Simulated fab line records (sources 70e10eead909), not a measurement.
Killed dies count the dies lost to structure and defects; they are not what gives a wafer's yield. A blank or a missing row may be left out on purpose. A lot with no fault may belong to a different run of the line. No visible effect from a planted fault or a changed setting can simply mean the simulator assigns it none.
Comparing a struck lot with a sound one	flow nandHarc	14 out of 1302 route steps
Sound: these wafers, L390.3, L390.5, L390.6. Struck: wafers L397.1, L397.4, L397.6. The cause is named last.
Order at every step that has rows: each side's tool, ch and its chambers, its first start. Under that, the readings that differ: sound wafers	struck wafers	difference of the means	sigmas: that difference in standard deviations of wafers without a fault.
alike: same words and numbers on both sides, and readings whose means sit less than 2 such deviations apart. not compared: any withheld reading, any reading some wafer has no value for, any bound like >300 that may hide the same value, and any number with overlapping values for which the record gives no deviation.
The two part at a step that has a row with sigmas, a row that says differs or no value, or rows on one side only. When numbers do not overlap yet have no deviation, they are printed without sigmas and do not part them. A reading that every wafer of one side lacks parts them only if that side has two wafers or more.

NHARC_A_STAIRCASE_DESCUM_270: chemistry O2, time 3 s.
  sound on rieDiel-13 ch 0,3, day 18 14:55; struck on rieDiel-13 ch 0,1,2, day 22 10:46
  alike: drypumpMotorCurrentA, o2FlowSccm, oesProductAu, rfVppV, showerheadPlenumPTorr, throttleValvePct
  not compared: rfHoursCounterH
NHARC_A_STAIRCASE_ETCH_271: etches the open film in CF4/CHF3.
  sound on rieDiel-13 ch 1,2,3, day 18 15:01; struck on rieDiel-13 ch 0,2, day 22 10:52
  alike: drypumpMotorCurrentA, oesProductAu, rfVppV, showerheadPlenumPTorr, throttleValvePct
  not compared: rfHoursCounterH
then, 3 steps without rows for these wafers: NHARC_A_STAIRCASE_HM_OPEN_457 (chemistry O2/COS); NHARC_A_STAIRCASE_STRIP_458 (strips in O2/COS); NHARC_A_STAIRCASE_ETCH_451 (etches the open film in CF4/O2, target depth 30 nm, overetch 3 nm, time 16.5 s).
NHARC_A_STAIRCASE_ETCH_273: etches the open film in C4F8/O2/Ar, target depth 10200 nm, time 2468.6 s.
  sound: rieDiel-13 ch 0,3; struck: rieDiel-13 ch 0,3
  alike: oesProductAu, rfVppV
  not compared: rfHoursCounterH
NHARC_A_STAIRCASE_STRIP_274: strips in O2.
  sound: rieDiel-13 ch 0,1; struck: rieDiel-13 ch 0,1,3
  alike: drypumpMotorCurrentA, o2FlowSccm, oesProductAu, rfVppV, showerheadPlenumPTorr, throttleValvePct
  not compared: rfHoursCounterH
then, 3 steps without rows for these wafers: NHARC_A_STAIRCASE_STRIP_275 (strips in SPM, time 900 s); NHARC_A_STAIRCASE_PRECLEAN_276 (cleans in SC1); NHARC_A_STAIRCASE_SRD_277.
NHARC_A_STAIRCASE_HM_DEP_459: deposits aC, target thk 1500 nm.
  sound on aclDep-03 ch 0, day 18 19:01; struck on aclDep-02 ch 0, day 22 14:54
reading	sound	struck	difference	sigmas
susceptorTempC (C)	400.37 400.18 399.85	- - -	no value on the struck wafers	
  alike: throttleValvePct
NHARC_A_STAIRCASE_DEP_280: deposits SiON, target thk 30 nm.
  sound on pecvd-03 ch 0,2, day 18 20:17; struck on pecvd-01 ch 0,1,2, day 22 16:45
  no value came back on the struck wafers for chamberPressureTorr (Torr), heaterPowerOuterW (W), heaterPowerW (W); on the sound wafers chamberPressureTorr (Torr) reads 3.501 3.500 3.497
then, 1 step without rows for these wafers: NHARC_A_STAIRCASE_DEHYDRATE_281 (time 120 s).
-- record jumps: 8 days between struck wafers' starts before vs after; left off in module A_STAIRCASE, resumes in module END, first step shown is number 1302 of the route --
NHARC_END_SORT_01:
  here the record holds rows for the struck wafers (prober-01 ch 0, day 31 02:35) but none for the sound ones

WHERE THEY PART
Last at NHARC_END_SORT_01 as far as this record goes, first at NHARC_A_STAIRCASE_HM_DEP_459.

WHY: what had been put in by the simulator
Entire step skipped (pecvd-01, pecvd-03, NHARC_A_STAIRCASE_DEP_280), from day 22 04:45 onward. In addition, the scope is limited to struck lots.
